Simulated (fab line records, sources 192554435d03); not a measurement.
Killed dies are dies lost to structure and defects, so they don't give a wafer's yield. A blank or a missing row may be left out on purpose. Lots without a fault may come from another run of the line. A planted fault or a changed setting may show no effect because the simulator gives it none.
fab line records | flow n5_finfet
record lots=13 wafers=39 last_day=19
route steps=1938 shown PMOS_HMC_CHANNEL_EPI@72 PASSIVATION@1908
lots that met no fault: from a run of the same line without faults
start_h: hours from the record's first day to the start of the lot's first wafer shown | wait_h: hours since the lot's step before | " the same as in the row above | L1.1+2: a row that stands for several wafers | - no value, or no start given | * or withheld: withheld | < > ~ a bound
route shown NAME@n: a module of which the file shows steps, and the number in the route of the first | usual: mean/standard deviation of fault-free wafers | same: alike in all rows | chamber/n: place in a boat | sites: the reading at each site | _std_site: their standard deviation | _edge_site: outer sites' mean less inner sites' | radius_mm: how far each site lies from the wafer's centre | mask NAME#n: copy n | behind: the tool/chamber that last shaped the wafer | hold: why the lot was held/for how many hours/how that ended | device: the transistor (n, p or np) that didn't switch | end of line: the same wafers' tests at the end of the route | a step without rows: its recipe alone | killed: dies lost to structure and defects at the first sort, not the wafer's yield | map: a wafer's dies, x killed, . not, _ none there
set.NAME: the setting as run; set.NAME@STEP: as run at that earlier step | model.NAME: the simulator's own value behind a step, which no gauge read
steps of the route over a sample of lots; a table a step, a row a wafer
services: from which hour (start_h, from the record's first day; less than 0 if before it) a tool's chamber was out of use, for how many hours, and why
## steps
# step N5_PMOS_HMC_CHANNEL_EPI_STRIP_17
# recipe chemistry=SPM time_s=750 temp_c=130 h2so4_h2o2_vol_ratio=4 dry=ipa_marangoni
# columns lot.wafer tool chamber start_h wait_h
L303.1+3+5 wet_bench-06 2,3,5 18.30 -
L305.2+3+5 wet_bench-06 2,6,3 29.99 -
L306.2+4+6 wet_bench-04 4,6,7 35.97 -
L307.1+4+6 wet_bench-04 4,0,7 41.48 -
L308.1+2+4 wet_bench-06 5,4,1 48.59 -
L309.1+3+4 wet_bench-04 5,7,1 54.20 -
L310.2+4+6 wet_bench-04 1,2,6 59.52 -
L312.1+2+5 wet_bench-05 5,1,3 72.11 -
L316.3+4+5 wet_bench-06 1,5,6 95.67 -
L321.2+3+5 wet_bench-05 0,3,5 126.17 -
L322.2+4+6 wet_bench-05 0,5,4 131.51 -
L324.1+3+4 wet_bench-04 5,4,0 143.75 -
L326.1+3+6 wet_bench-06 4,1,0 156.82 -
# step N5_PASSIVATION_DESCUM_32
# recipe chemistry=O2 time_s=7.9 source_power_w=50 bias_power_w=20 pressure_mtorr=20 rf_frequency_hz=2.712e+07 temp_c=40 o2_flow_sccm=225
# usual drypump_motor_current_A=5.8/0.39 oes_product_au=0.82/0.059 rf_vpp_V=243.7/1.6 showerhead_plenum_p_Torr=2.13/0.091 throttle_valve_pct=20.41/0.24
# columns lot.wafer tool chamber start_h wait_h drypump_motor_current_A oes_product_au rf_hours_counter_h rf_vpp_V showerhead_plenum_p_Torr throttle_valve_pct
L305.2 rie_diel-01 3 316.60 0.0 6.5 0.82 80 244.9 2.22 20.76
L305.3 " 0 " " 5.6 0.81 71 241.1 2.02 20.33
L305.5 " 1 " " 5.8 0.81 - 242.0 2.04 20.49
L303.1 rie_diel-05 1 321.02 0.0 5.6 0.82 63 241.8 2.03 20.31
L303.3 " 2 " " 5.6 0.79 105 244.1 2.21 20.48
L303.5 " 2 " " 5.7 0.79 - 244.8 2.21 20.50
L306.2 rie_diel-05 1 321.85 0.1 5.5 0.83 63 241.0 2.03 20.29
L306.4 " 0 " " 5.5 0.75 162 241.6 1.93 20.89
L306.6 " 2 " " 5.6 0.78 - 244.7 2.21 20.50
L307.1 rie_diel-03 2 331.64 0.0 5.7 0.89 27 244.3 2.25 20.50
L307.4 " 2 " " 5.6 0.89 - 245.4 2.25 20.51
L307.6 " 1 " " 5.5 0.81 - 242.7 2.19 20.51
L310.2 rie_diel-03 3 341.21 0.0 6.5 0.67 247 240.6 2.07 20.45
L310.4 " 0 " " 5.6 0.86 49 244.6 2.21 20.04
L310.6 " 0 " " 5.6 0.87 - 245.2 2.21 20.06
L308.1 rie_diel-01 1 343.76 0.2 5.8 0.80 117 241.6 2.04 20.51
L308.2 " 2 " " 5.1 0.83 69 243.5 2.02 20.09
L308.4 " 3 " " 6.5 0.79 - 244.5 2.21 20.78
L309.1 rie_diel-03 3 344.24 0.0 6.4 0.67 248 243.9 2.07 20.43
L309.3 " 0 " " 5.6 0.86 50 245.6 2.21 20.07
L309.4 " 1 " " 5.4 0.81 112 244.7 2.18 20.52
L312.1 rie_diel-05 3 360.47 0.2 5.5 0.86 44 244.4 2.13 20.46
L312.2 " 1 " " 5.6 0.81 78 242.1 2.02 20.32
L312.5 " 1 " " 5.5 0.82 - 241.8 2.02 20.33
L316.3 rie_diel-03 1 379.32 0.0 5.4 0.79 125 243.8 2.18 20.53
L316.4 " 3 " " 6.4 0.95 3 241.1 2.07 20.06
L316.5 " 3 " " 6.4 0.96 - 241.7 2.07 20.05
L321.2 rie_diel-01 1 419.01 0.0 5.8 0.78 154 242.4 2.03 20.55
L321.3 " 2 " " 5.1 0.82 99 241.5 2.00 20.14
L321.5 " 2 " " 5.1 0.80 - 243.0 2.00 20.17
L324.1 rie_diel-05 3 425.45 0.0 5.5 0.80 69 242.3 2.12 20.50
L324.3 " 0 " " 5.5 0.71 203 239.7 1.91 20.94
L324.4 " 2 " " 5.6 0.76 138 244.3 2.20 20.56
L322.2 rie_diel-01 1 439.39 0.5 5.8 0.78 162 241.8 2.02 20.56
L322.4 " 3 " " 6.5 0.75 - 244.6 2.20 20.85
L322.6 " 1 " " 5.8 0.77 - 243.8 2.02 20.55
L326.1 rie_diel-03 0 445.72 0.2 5.7 0.80 89 244.7 2.19 20.13
L326.3 " 1 " " 5.4 0.76 149 243.2 2.17 20.57
L326.6 " 1 " " 5.5 0.75 - 244.5 2.17 20.57
# step N5_PASSIVATION_PROBE_49
# usual killed_at_M0_to_M3=33/11 killed_at_M4_up=14/5 killed_at_contacts=11/7.3 killed_at_front_end=43/12 killed_at_other=4/3.1 killed_dies=106/17 killed_open=69/13 killed_short=34/8.7
# same gross_dies=1180 killed_at_back_side=0
# columns lot.wafer tool chamber start_h wait_h killed_at_M0_to_M3 killed_at_M4_up killed_at_contacts killed_at_front_end killed_at_other killed_dies killed_open killed_short
L305.2 prober-01 - 321.58 0.1 46 19 15 38 4 122 82 37
L305.3 prober-01 - 321.63 0.1 33 20 14 30 3 100 52 46
L305.5 prober-01 - 321.73 0.2 32 11 14 45 9 111 73 37
L303.1 prober-01 - 326.47 0.0 27 14 8 63 1 113 82 26
L303.3 prober-01 - 326.57 0.1 27 11 6 55 0 99 72 26
L303.5 prober-01 - 326.67 0.2 31 17 11 61 3 123 78 44
L306.2 prober-02 - 326.89 0.1 26 9 9 37 9 90 66 24
L306.4 prober-02 - 326.99 0.2 26 9 9 45 5 94 66 28
L306.6 prober-02 - 327.09 0.3 32 16 7 43 5 103 70 28
L307.1 prober-01 - 336.56 0.0 41 12 15 36 11 115 73 33
L307.4 prober-01 - 336.71 0.2 42 15 19 50 8 134 85 46
L307.6 prober-01 - 336.81 0.3 32 15 30 41 8 126 81 36
L310.2 prober-02 - 346.11 0.1 32 14 12 33 1 92 49 39
L310.4 prober-02 - 346.21 0.2 28 11 14 59 3 115 60 53
L310.6 prober-02 - 346.31 0.3 24 3 16 43 1 87 44 43
L308.1 prober-02 - 348.55 0.0 31 10 3 42 0 86 49 36
L308.2 prober-02 - 348.60 0.1 44 14 6 37 1 102 52 44
L308.4 prober-02 - 348.70 0.2 35 10 9 32 2 88 58 23
L309.1 prober-01 - 349.13 0.0 37 25 12 32 6 112 81 31
L309.3 prober-01 - 349.23 0.1 33 14 1 29 7 84 50 30
L309.4 prober-01 - 349.28 0.2 49 13 9 42 3 116 64 50
L312.1 prober-01 - 365.96 0.0 37 24 8 30 3 102 66 32
L312.2 prober-01 - 366.01 0.1 40 6 13 24 3 86 53 33
L312.5 prober-01 - 366.16 0.2 31 15 19 29 13 107 63 43
L316.3 prober-02 - 384.38 0.1 26 5 15 147 6 199 54 39
L316.4 prober-02 - 384.43 0.2 21 10 15 41 7 94 58 35
L316.5 prober-02 - 384.48 0.2 44 10 13 42 6 115 82 33
L321.2 prober-01 - 424.99 0.1 28 10 10 43 2 93 64 26
L321.3 prober-01 - 425.04 0.1 17 7 10 39 1 74 47 23
L321.5 prober-01 - 425.14 0.2 24 12 20 32 2 90 61 28
L324.1 prober-02 - 430.29 0.0 27 17 8 33 3 88 61 24
L324.3 prober-02 - 430.39 0.1 48 21 1 40 1 111 60 43
L324.4 prober-02 - 430.44 0.2 18 17 13 42 9 99 60 38
L322.2 prober-01 - 444.63 0.1 35 11 4 31 3 84 51 32
L322.4 prober-01 - 444.73 0.2 43 14 4 26 3 90 56 33
L322.6 prober-01 - 444.83 0.3 43 17 15 36 9 120 82 38
L326.1 prober-01 - 450.79 0.0 24 26 17 40 4 111 72 36
L326.3 prober-01 - 450.89 0.1 28 22 6 38 7 101 62 28
L326.6 prober-01 - 451.04 0.3 35 24 17 57 3 136 83 51
# killed by level:class
L305.2 MOL_CONTACT_COAG:geometric_particle:open=13 BEOL_M4:geometric_particle:open=12 BEOL_M2:geometric_particle:open=10 BEOL_M0_SAQP:geometric_particle:open=8 GATE_CUT:geometric_particle:short=7 BEOL_M0_SAQP:geometric_particle:short=7 FIN_SAQP:geometric_particle:open=6 BEOL_M3:geometric_particle:open=6
L305.3 BEOL_M4:geometric_particle:open=12 FIN_SAQP:geometric_particle:short=9 MOL_CONTACT_COAG:geometric_particle:open=9 BEOL_M0_SAQP:geometric_particle:short=8 FIN_SAQP:geometric_particle:open=6 BEOL_M0_SAQP:geometric_particle:open=6 BEOL_M0:geometric_particle:short=5 STARTING-WAFER:geometric_particle:short=5
L305.5 STI_FIN_REVEAL:geometric_particle:open=13 MOL_CONTACT_COAG:geometric_particle:open=9 BEOL_M0_SAQP:geometric_particle:open=6 BEOL_M0_SAQP:geometric_particle:short=6 DUMMY_GATE:geometric_particle:open=5 GATE_CUT:geometric_particle:open=5 STARTING-WAFER:geometric_particle:open=5 FIN_SAQP:geometric_particle:short=4
L303.1 STI_FIN_REVEAL:geometric_particle:open=30 BEOL_M3:geometric_particle:open=10 FIN_SAQP:geometric_particle:open=9 FIN_SAQP:geometric_particle:short=7 MOL_CONTACT_COAG:geometric_particle:open=5 BEOL_M2:geometric_particle:open=4 BEOL_M5:geometric_particle:open=4 BEOL_M4:geometric_particle:open=4
L303.3 STI_FIN_REVEAL:geometric_particle:open=23 FIN_SAQP:geometric_particle:open=11 BEOL_M0_SAQP:geometric_particle:open=6 MOL_CONTACT_COAG:geometric_particle:open=5 BEOL_M0_SAQP:geometric_particle:short=5 BEOL_M1:geometric_particle:short=5 BEOL_M1:geometric_particle:open=4 BEOL_M4:geometric_particle:open=4
L303.5 STI_FIN_REVEAL:geometric_particle:open=18 BEOL_M1:geometric_particle:open=11 STI_FIN_REVEAL:geometric_particle:short=10 MOL_CONTACT_COAG:geometric_particle:open=9 FIN_SAQP:geometric_particle:short=8 FIN_SAQP:geometric_particle:open=8 BEOL_M4:geometric_particle:open=8 GATE_CUT:geometric_particle:short=7
L306.2 STI_FIN_REVEAL:geometric_particle:open=11 BEOL_M1:geometric_particle:open=11 MOL_CONTACT_COAG:geometric_particle:open=9 FIN_SAQP:geometric_particle:open=7 BEOL_M0_SAQP:geometric_particle:open=7 FIN_SAQP:geometric_particle:short=5 GATE_CUT:geometric_particle:open=3 STARTING-WAFER:geometric_particle:open=3
L306.4 STI_FIN_REVEAL:geometric_particle:open=18 MOL_CONTACT_COAG:geometric_particle:open=8 BEOL_M1:geometric_particle:open=6 BEOL_M0_SAQP:geometric_particle:open=6 BEOL_M0_SAQP:geometric_particle:short=6 FIN_SAQP:geometric_particle:open=5 FIN_SAQP:geometric_particle:short=4 GATE_CUT:geometric_particle:open=3
L306.6 FIN_SAQP:geometric_particle:open=13 BEOL_M1:geometric_particle:open=9 BEOL_M0_SAQP:geometric_particle:open=8 MOL_CONTACT_COAG:geometric_particle:open=6 BEOL_M2:geometric_particle:open=6 FIN_SAQP:geometric_particle:short=5 GATE_CUT:geometric_particle:short=5 STARTING-WAFER:geometric_particle:short=5
L307.1 MOL_CONTACT_COAG:geometric_particle:open=14 BEOL_M2:geometric_particle:open=9 FIN_SAQP:geometric_particle:short=8 BEOL_M0_SAQP:geometric_particle:open=8 BEOL_M0_SAQP:geometric_particle:short=7 PASSIVATION:area_etch=7 FIN_SAQP:geometric_particle:open=6 STI_FIN_REVEAL:geometric_particle:open=5
L307.4 MOL_CONTACT_COAG:geometric_particle:open=13 FIN_SAQP:geometric_particle:open=12 BEOL_M1:geometric_particle:short=12 FIN_SAQP:geometric_particle:short=10 STI_FIN_REVEAL:geometric_particle:open=10 BEOL_M1:geometric_particle:open=8 BEOL_M3:geometric_particle:open=5 DUMMY_GATE:geometric_particle:open=4
L307.6 MOL_CONTACT_COAG:geometric_particle:open=20 MOL_CONTACT_COAG:geometric_particle:short=10 STI_FIN_REVEAL:geometric_particle:open=9 BEOL_M1:geometric_particle:open=9 BEOL_M4:geometric_particle:open=9 HKMG_FIN:area_etch=6 FIN_SAQP:geometric_particle:short=5 STI_FIN_REVEAL:geometric_particle:short=5
L310.2 FIN_SAQP:geometric_particle:short=10 BEOL_M0_SAQP:geometric_particle:open=10 MOL_CONTACT_COAG:geometric_particle:open=9 BEOL_M0_SAQP:geometric_particle:short=9 FIN_SAQP:geometric_particle:open=5 GATE_CUT:geometric_particle:short=5 BEOL_M3:geometric_particle:open=5 BEOL_M2:geometric_particle:open=4
L310.4 STI_FIN_REVEAL:geometric_particle:open=14 FIN_SAQP:geometric_particle:short=9 MOL_CONTACT_COAG:geometric_particle:short=8 BEOL_M1:geometric_particle:open=7 GATE_CUT:geometric_particle:short=7 STARTING-WAFER:geometric_particle:short=7 MOL_CONTACT_COAG:geometric_particle:open=6 BEOL_M0_SAQP:geometric_particle:short=6
L310.6 FIN_SAQP:geometric_particle:short=16 FIN_SAQP:geometric_particle:open=10 MOL_CONTACT_COAG:geometric_particle:open=10 MOL_CONTACT_COAG:geometric_particle:short=6 BEOL_M0_SAQP:geometric_particle:open=5 BEOL_M0_SAQP:geometric_particle:short=5 BEOL_M2:geometric_particle:open=5 BEOL_M3:geometric_particle:short=4
L308.1 STI_FIN_REVEAL:geometric_particle:open=16 BEOL_M3:geometric_particle:open=7 GATE_CUT:geometric_particle:short=6 BEOL_M0_SAQP:geometric_particle:short=6 DUMMY_GATE:geometric_particle:open=4 BEOL_M0_SAQP:geometric_particle:open=4 FIN_SAQP:geometric_particle:short=3 STI_FIN_REVEAL:geometric_particle:short=3
L308.2 GATE_CUT:geometric_particle:short=10 BEOL_M3:geometric_particle:open=9 BEOL_M0_SAQP:geometric_particle:open=9 BEOL_M0_SAQP:geometric_particle:short=8 BEOL_M1:geometric_particle:open=7 BEOL_M2:geometric_particle:open=5 BEOL_M3:geometric_particle:short=5 FIN_SAQP:geometric_particle:open=4
L308.4 BEOL_M2:geometric_particle:open=11 BEOL_M3:geometric_particle:open=9 MOL_CONTACT_COAG:geometric_particle:open=6 BEOL_M2:geometric_particle:short=6 FIN_SAQP:geometric_particle:open=5 DUMMY_GATE:geometric_particle:open=5 BEOL_M0_SAQP:geometric_particle:short=5 HKMG_FIN:area_etch=5
L309.1 BEOL_M4:geometric_particle:open=12 MOL_CONTACT_COAG:geometric_particle:open=11 BEOL_M3:geometric_particle:open=11 BEOL_M2:geometric_particle:open=9 STI_FIN_REVEAL:geometric_particle:open=8 BEOL_M0_SAQP:geometric_particle:short=7 FIN_SAQP:geometric_particle:open=6 FIN_SAQP:geometric_particle:short=6
L309.3 BEOL_M3:geometric_particle:open=8 BEOL_M1:geometric_particle:open=7 FIN_SAQP:geometric_particle:short=6 STI_FIN_REVEAL:geometric_particle:open=6 BEOL_M2:geometric_particle:open=5 FIN_SAQP:geometric_particle:open=4 BEOL_M0_SAQP:geometric_particle:short=4 BEOL_M3:geometric_particle:short=4
L309.4 BEOL_M0_SAQP:geometric_particle:open=12 BEOL_M1:geometric_particle:open=10 FIN_SAQP:geometric_particle:short=9 BEOL_M0_SAQP:geometric_particle:short=8 GATE_CUT:geometric_particle:open=7 GATE_CUT:geometric_particle:short=6 MOL_CONTACT_COAG:geometric_particle:open=6 BEOL_M2:geometric_particle:open=6
L312.1 BEOL_M0_SAQP:geometric_particle:short=11 BEOL_M0_SAQP:geometric_particle:open=10 STI_FIN_REVEAL:geometric_particle:open=8 MOL_CONTACT_COAG:geometric_particle:open=7 BEOL_M1:geometric_particle:open=6 BEOL_M2:geometric_particle:open=6 BEOL_M8:geometric_particle:open=6 DUMMY_GATE:geometric_particle:open=4
L312.2 MOL_CONTACT_COAG:geometric_particle:open=13 BEOL_M1:geometric_particle:open=9 BEOL_M2:geometric_particle:open=9 BEOL_M0:geometric_particle:short=6 BEOL_M1:geometric_particle:short=6 FIN_SAQP:geometric_particle:open=5 GATE_CUT:geometric_particle:short=4 BEOL_M0_SAQP:geometric_particle:short=4
L312.5 MOL_CONTACT_COAG:geometric_particle:open=12 GATE_CUT:geometric_particle:short=8 MOL_CONTACT_COAG:geometric_particle:short=7 STI_FIN_REVEAL:geometric_particle:open=6 BEOL_M4:geometric_particle:open=6 BEOL_M0_SAQP:geometric_particle:open=5 BEOL_M3:geometric_particle:open=5 BEOL_M1:geometric_particle:short=4
L316.3 PMOS_HMC_CHANNEL_EPI:unspecified=106 BEOL_M0_SAQP:geometric_particle:short=14 MOL_CONTACT_COAG:geometric_particle:open=12 STI_FIN_REVEAL:geometric_particle:open=10 FIN_SAQP:geometric_particle:open=9 FIN_SAQP:geometric_particle:short=5 STI_FIN_REVEAL:geometric_particle:short=4 DUMMY_GATE:geometric_particle:open=4
L316.4 MOL_CONTACT_COAG:geometric_particle:open=13 FIN_SAQP:geometric_particle:open=10 STI_FIN_REVEAL:geometric_particle:open=10 FIN_SAQP:geometric_particle:short=6 BEOL_M1:geometric_particle:open=6 BEOL_M0_SAQP:geometric_particle:short=5 STI_FIN_REVEAL:geometric_particle:short=4 GATE_CUT:geometric_particle:short=4
L316.5 STI_FIN_REVEAL:geometric_particle:open=15 BEOL_M0_SAQP:geometric_particle:open=13 BEOL_M0_SAQP:geometric_particle:short=12 MOL_CONTACT_COAG:geometric_particle:open=11 FIN_SAQP:geometric_particle:open=10 BEOL_M1:geometric_particle:open=7 BEOL_M1:geometric_particle:short=5 BEOL_M2:geometric_particle:open=5
L321.2 FIN_SAQP:geometric_particle:open=10 MOL_CONTACT_COAG:geometric_particle:open=8 BEOL_M0_SAQP:geometric_particle:open=8 FIN_SAQP:geometric_particle:short=7 STI_FIN_REVEAL:geometric_particle:open=7 BEOL_M0:geometric_particle:open=6 BEOL_M0_SAQP:geometric_particle:short=6 DUMMY_GATE:geometric_particle:open=4
L321.3 FIN_SAQP:geometric_particle:short=13 FIN_SAQP:geometric_particle:open=10 MOL_CONTACT_COAG:geometric_particle:open=10 BEOL_M2:geometric_particle:open=8 DUMMY_GATE:geometric_particle:open=5 BEOL_M0_SAQP:geometric_particle:open=3 STI_FIN_REVEAL:geometric_particle:open=2 DUMMY_GATE:geometric_particle:short=2
L321.5 MOL_CONTACT_COAG:geometric_particle:open=18 BEOL_M3:geometric_particle:open=11 STI_FIN_REVEAL:geometric_particle:open=7 STI_FIN_REVEAL:geometric_particle:short=6 BEOL_M0_SAQP:geometric_particle:short=4 BEOL_M5:geometric_particle:open=4 FIN_SAQP:geometric_particle:open=3 FIN_SAQP:geometric_particle:short=3
L324.1 BEOL_M4:geometric_particle:open=9 BEOL_M2:geometric_particle:open=8 STI_FIN_REVEAL:geometric_particle:open=6 DUMMY_GATE:geometric_particle:open=6 BEOL_M3:geometric_particle:open=6 MOL_CONTACT_COAG:geometric_particle:open=6 FIN_SAQP:geometric_particle:short=4 FIN_SAQP:geometric_particle:open=3
L324.3 BEOL_M0_SAQP:geometric_particle:short=17 BEOL_M2:geometric_particle:open=14 DUMMY_GATE:geometric_particle:open=10 FIN_SAQP:geometric_particle:short=8 BEOL_M4:geometric_particle:open=8 BEOL_M0_SAQP:geometric_particle:open=7 FIN_SAQP:geometric_particle:open=5 HKMG_FIN:area_etch=5
L324.4 FIN_SAQP:geometric_particle:short=13 MOL_CONTACT_COAG:geometric_particle:open=11 BEOL_M4:geometric_particle:open=9 STI_FIN_REVEAL:geometric_particle:open=8 GATE_CUT:geometric_particle:short=6 STARTING-WAFER:geometric_particle:open=4 BEOL_M3:geometric_particle:open=4 BEOL_M4:geometric_particle:short=4
L322.2 BEOL_M1:geometric_particle:open=12 BEOL_M0_SAQP:geometric_particle:short=11 STI_FIN_REVEAL:geometric_particle:open=7 BEOL_M0_SAQP:geometric_particle:open=5 STARTING-WAFER:geometric_particle:short=4 FIN_SAQP:geometric_particle:short=3 FIN_SAQP:geometric_particle:open=3 MOL_CONTACT_COAG:geometric_particle:short=3
L322.4 BEOL_M0_SAQP:geometric_particle:short=9 BEOL_M0_SAQP:geometric_particle:open=8 BEOL_M1:geometric_particle:open=7 BEOL_M4:geometric_particle:open=7 BEOL_M2:geometric_particle:open=6 STI_FIN_REVEAL:geometric_particle:open=4 BEOL_M3:geometric_particle:open=4 FIN_SAQP:geometric_particle:short=3
L322.6 MOL_CONTACT_COAG:geometric_particle:open=13 BEOL_M0_SAQP:geometric_particle:open=13 BEOL_M0_SAQP:geometric_particle:short=11 BEOL_M4:geometric_particle:open=9 STI_FIN_REVEAL:geometric_particle:open=8 FIN_SAQP:geometric_particle:open=7 GATE_CUT:geometric_particle:short=7 BEOL_M1:geometric_particle:open=7
L326.1 MOL_CONTACT_COAG:geometric_particle:open=16 FIN_SAQP:geometric_particle:short=9 BEOL_M4:geometric_particle:open=8 BEOL_M5:geometric_particle:open=7 FIN_SAQP:geometric_particle:open=5 STI_FIN_REVEAL:geometric_particle:open=5 BEOL_M0_SAQP:geometric_particle:open=5 BEOL_M0_SAQP:geometric_particle:short=5
L326.3 BEOL_M2:geometric_particle:open=8 BEOL_M5:geometric_particle:open=8 HKMG_FIN:area_etch=8 BEOL_M0_SAQP:geometric_particle:open=7 STI_FIN_REVEAL:geometric_particle:open=6 BEOL_M0_SAQP:geometric_particle:short=5 BEOL_M4:geometric_particle:open=5 FIN_SAQP:geometric_particle:short=4
L326.6 BEOL_M2:geometric_particle:open=10 FIN_SAQP:geometric_particle:open=9 MOL_CONTACT_COAG:geometric_particle:short=9 FIN_SAQP:geometric_particle:short=8 MOL_CONTACT_COAG:geometric_particle:open=8 BEOL_M0_SAQP:geometric_particle:open=8 BEOL_M5:geometric_particle:open=8 BEOL_M4:geometric_particle:open=7
## services
# columns tool chamber start_h hours kind
rie_diel-03 0 -4.41 3.4 repair
wet_bench-05 - 10.86 5.0 repair
rie_diel-03 1 19.73 - clean
rie_diel-03 1 19.73 - consumable_replace:focus_ring
rie_diel-05 - 44.27 2.8 pm
wet_bench-06 - 45.62 2.9 repair
rie_diel-03 2 54.26 1.3 repair
rie_diel-01 2 61.20 4.2 repair
wet_bench-05 - 108.35 1.9 pm
wet_bench-06 - 128.45 1.5 repair
rie_diel-03 2 165.53 5.8 repair
rie_diel-05 0 191.10 10.4 repair
rie_diel-01 2 193.46 18.9 repair
rie_diel-03 2 206.92 7.6 repair
rie_diel-03 - 255.51 15.6 pm
rie_diel-05 - 266.94 15.6 pm
rie_diel-01 - 288.94 2.8 pm
rie_diel-05 0 293.56 3.4 repair
wet_bench-04 - 345.69 7.7 repair
wet_bench-06 - 350.08 1.9 pm
rie_diel-05 2 381.55 8.7 repair
rie_diel-01 2 385.76 11.6 repair
rie_diel-01 2 437.56 4.9 repair
rie_diel-05 3 444.32 3.9 repair
## key
first_sign step=N5_PASSIVATION_PROBE_49 reading=killed_at_front_end direction=up sigmas=8.9 usual=43 struck=147
effect step=N5_PASSIVATION_PROBE_49 reading=killed_dies direction=up sigmas=5.5 usual=106 struck=199
more_kills_born_at N5_PMOS_HMC_CHANNEL_EPI_STRIP_17@wet_bench-06=106
met_at N5_PMOS_HMC_CHANNEL_EPI_STRIP_17
struck_lots L316
struck_wafers L316.3
tester_left_out L316
not_acting_at N5_PASSIVATION_DESCUM_32
onset_between 48.59 95.67
fault kind=chamber_particle_source tool=wet_bench-06 chamber=1 onset_h=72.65 steps=N5_PMOS_HMC_CHANNEL_EPI_STRIP_17 rate_per_visit_cm2=0.54038 end_h=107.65
# tester_left_out: of these lots the tester's yield and bins aren't shown, on N5 and GAA mostly nor the transistor test; their killed dies are dies lost to structure and defects alone, not to doping, threshold or leakage, so they don't give the yield
